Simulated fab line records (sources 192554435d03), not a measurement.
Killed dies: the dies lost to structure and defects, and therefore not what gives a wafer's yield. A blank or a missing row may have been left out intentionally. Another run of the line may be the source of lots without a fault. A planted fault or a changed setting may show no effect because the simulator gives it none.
What tool caused it? ; flow n5_finfet ; 11 lots, 27 wafers sampled, at 2 steps of a route of 1938

== WHAT THE GAUGES SHOWED, per wafer ==
N5_BEOL_M6_INSPECT_30: inspects for defects (brightfield).
lot;measured;on;raw_defect_count
L337;day 8 11:23;defect_inspect-01;384 384
L340;day 9 03:12;defect_inspect-02;413 405 356
L339;day 9 22:08;defect_inspect-02;319 347
L342;day 10 00:14;defect_inspect-01;404 357 455
L344;day 10 02:26;defect_inspect-02;526 315 502
L343;day 10 02:31;defect_inspect-02;304 317 310
L341;day 11 14:16;defect_inspect-01;407 312 386
L349;day 12 09:07;defect_inspect-02;425 593
L354;day 14 04:07;defect_inspect-01;372 421
L358;day 14 18:28;defect_inspect-02;432 346
L360;day 14 22:39;defect_inspect-02;380 395

== TOOL THAT RAN EACH LOT (tool first, then ch and the chambers of the sampled wafers, then the start) ==
lot;N5_BEOL_M6_STRIP_67
L337;rie_diel-06 ch 1,2, day 8 10:28
L340;rie_diel-05 ch 0,2,3, day 9 01:50
L339;rie_diel-05 ch 0,3, day 9 17:13
L342;rie_diel-05 ch 0,1, day 9 23:26
L344;rie_diel-04 ch 0,3, day 10 01:41
L343;rie_diel-06 ch 0,1,3, day 10 01:51
L341;rie_diel-06 ch 1,2, day 11 10:14
L349;rie_diel-04 ch 0,1, day 12 08:10
L354;rie_diel-05 ch 1,2, day 14 01:24
L358;rie_diel-05 ch 0,2, day 14 13:59
L360;rie_diel-05 ch 0,3, day 14 20:12
- N5_BEOL_M6_STRIP_67: strips in CF4.

== THE ANSWER, worked out from the rows above alone ==
Rule: the lots themselves supply what counts as usual. Put in order of their means at a reading, lots are off if they are a third of the lots or fewer, leave a main group of 4 or more, and stand apart from it by a gap of 3 or more times the standard deviation of the main group's means; of several such gaps the widest counts. Not used: any main group whose means are identical at the precision the tables above print for the reading. A lot without any number at a reading at which 4 lots or more have one is off too. The other lots that the step has rows for count as sound.
None of the lots is off at any reading shown; this tells nothing.

== WHAT HAD BEEN PUT IN BY THE SIMULATOR ==
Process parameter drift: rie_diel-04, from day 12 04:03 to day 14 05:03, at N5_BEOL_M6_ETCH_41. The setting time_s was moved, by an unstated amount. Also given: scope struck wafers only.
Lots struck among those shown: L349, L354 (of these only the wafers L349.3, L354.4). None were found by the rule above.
